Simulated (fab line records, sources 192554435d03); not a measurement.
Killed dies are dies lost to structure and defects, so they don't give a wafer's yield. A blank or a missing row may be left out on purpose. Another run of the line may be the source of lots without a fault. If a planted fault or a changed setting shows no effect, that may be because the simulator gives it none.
Matching of chambers ; flow n5 finfet ; rie diel-02 running N5_SD_EPI_P_ETCH_47: 4 sister chambers
The step etches SiOCN in CH3F/O2, target depth 25 nm. 18 wafers are shown with their chamber, then 9 later ones without.

== EACH WAFER AND ITS CHAMBER ==
wafer;chamber;showerhead plenum p Torr (Torr);drypump motor current A (A);oes_o_777_au (a.u.)
L075.2;2;1.99;5.8;0.75
L075.3;1;2.08;5.7;0.74
L075.5;2;1.99;5.8;0.75
L077.2;2;1.99;5.8;0.75
L077.3;1;2.08;5.7;0.74
L077.5;0;2.01;6.5;0.77
L080.3;2;1.99;5.8;0.75
L080.4;0;2.01;6.6;0.77
L080.5;0;2.01;6.6;0.77
L082.1;3;1.92;6.5;0.82
L082.2;2;1.99;5.9;0.74
L082.4;0;2.01;6.6;0.77
L085.1;0;2.01;6.5;0.76
L085.2;2;1.98;5.8;0.74
L085.6;2;1.99;5.8;0.74
L087.2;3;1.92;6.5;0.81
L087.3;2;1.98;5.8;0.73
L087.4;1;2.07;5.7;0.73

SIGNATURES (means of the wafers above)
reading;chamber 0;chamber 1;chamber 2;chamber 3;scatter within a chamber
showerhead plenum p Torr;2.0100;2.0767;1.9875;1.9200;0.00393
drypump motor current A;6.560;5.700;5.812;6.500;0.0385
oes_o_777_au;0.7680;0.7367;0.7438;0.8150;0.00646
Rule: for each reading, subtract the chamber's mean from the wafer's reading, divide by that reading's scatter and square the result; add these up over the readings and take the root, which gives the wafer's distance from the chamber. If the next closest chamber is less than 2 further off than the closest, the wafer can't be placed; otherwise it belongs to the closest. The scatter: take each reading less its chamber's mean, square it, sum over the shown wafers, divide by the number of wafers less the number of chambers, and take the root.

== WAFERS WITHOUT THEIR CHAMBER ==
wafer;showerhead plenum p Torr (Torr);drypump motor current A (A);oes_o_777_au (a.u.)
L092.1;1.98;5.8;0.73
L092.2;2.07;5.7;0.72
L092.3;1.92;6.6;0.80
L094.2;1.98;5.9;0.73
L094.3;1.92;6.5;0.80
L094.4;2.00;6.6;0.75
L096.2;2.07;5.7;0.71
L096.3;2.00;6.5;0.75
L096.5;1.98;5.8;0.72

== WHICH CHAMBER EACH WENT THROUGH ==
wafer;from the rows above;in truth
L092.1;2;2
L092.2;1;1
L092.3;3;3
L094.2;2;2
L094.3;3;3
L094.4;0;0
L096.2;1;1
L096.3;0;0
L096.5;2;2
9 of 9 placed correctly. From these rows, 0 cannot be placed. Wrongly placed: 0.
